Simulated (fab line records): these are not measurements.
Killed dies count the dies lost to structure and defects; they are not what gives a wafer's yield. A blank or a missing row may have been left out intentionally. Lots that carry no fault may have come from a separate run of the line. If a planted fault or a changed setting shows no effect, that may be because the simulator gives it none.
Chamber matching / flow n5_finfet / N5_MOL_CONTACT_COAG_ALD_123 on ald_sin-03: 4 sister chambers
The step deposits SiNx, target thk 5 nm, pulse time 1 s, purge time 2 s. 8 wafers are shown with their chamber, then 8 later ones without.

EACH WAFER AND ITS CHAMBER
wafer=L076.5; chamber=2; heater_power_w (W)=879; precursor_pulse_height_rel=0.983
wafer=L080.4; chamber=2; heater_power_w (W)=873; precursor_pulse_height_rel=0.996
wafer=L081.4; chamber=1; heater_power_w (W)=828; precursor_pulse_height_rel=0.992
wafer=L081.6; chamber=0; heater_power_w (W)=853; precursor_pulse_height_rel=1.021
wafer=L087.1; chamber=1; heater_power_w (W)=817; precursor_pulse_height_rel=1.018
wafer=L087.2; chamber=3; heater_power_w (W)=796; precursor_pulse_height_rel=0.987
wafer=L087.4; chamber=0; heater_power_w (W)=851; precursor_pulse_height_rel=0.982
wafer=L089.1; chamber=3; heater_power_w (W)=807; precursor_pulse_height_rel=1.004

WAFERS MISSING THEIR CHAMBER
wafer=L089.4; heater_power_w (W)=805; precursor_pulse_height_rel=1.006
wafer=L089.6; heater_power_w (W)=813; precursor_pulse_height_rel=0.974
wafer=L090.1; heater_power_w (W)=861; precursor_pulse_height_rel=0.987
wafer=L090.3; heater_power_w (W)=825; precursor_pulse_height_rel=1.032
wafer=L090.5; heater_power_w (W)=809; precursor_pulse_height_rel=0.995
wafer=L096.2; heater_power_w (W)=886; precursor_pulse_height_rel=1.000
wafer=L096.4; heater_power_w (W)=877; precursor_pulse_height_rel=0.961
wafer=L096.6; heater_power_w (W)=884; precursor_pulse_height_rel=1.013

WHICH CHAMBER EACH WENT THROUGH
wafer=L089.4; from the rows above=3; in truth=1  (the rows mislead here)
wafer=L089.6; from the rows above=can't be placed: 3 or 1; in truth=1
wafer=L090.1; from the rows above=can't be placed: 0 or 2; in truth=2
wafer=L090.3; from the rows above=1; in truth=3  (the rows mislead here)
wafer=L090.5; from the rows above=can't be placed: 3 or 1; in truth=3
wafer=L096.2; from the rows above=2; in truth=2
wafer=L096.4; from the rows above=2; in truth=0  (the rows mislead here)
wafer=L096.6; from the rows above=2; in truth=2
Correctly placed: 2 of 8. From these rows, 3 cannot be placed; in 3 the true chamber is one of the candidates. 3 placed wrongly.
How it was worked out, from the rows above alone: a wafer's distance from a chamber is the root of the sum, over the readings, of the square of ((its reading less the chamber's mean) divided by the reading's scatter). The wafer belongs to the nearest chamber; if the next one is less than 2 further off, it can't be placed. Each chamber's mean is taken over the wafers shown for it. The scatter is the square root of a quotient: the sum, over the shown wafers, of each reading's squared deviation from its chamber's mean, divided by wafers minus chambers.
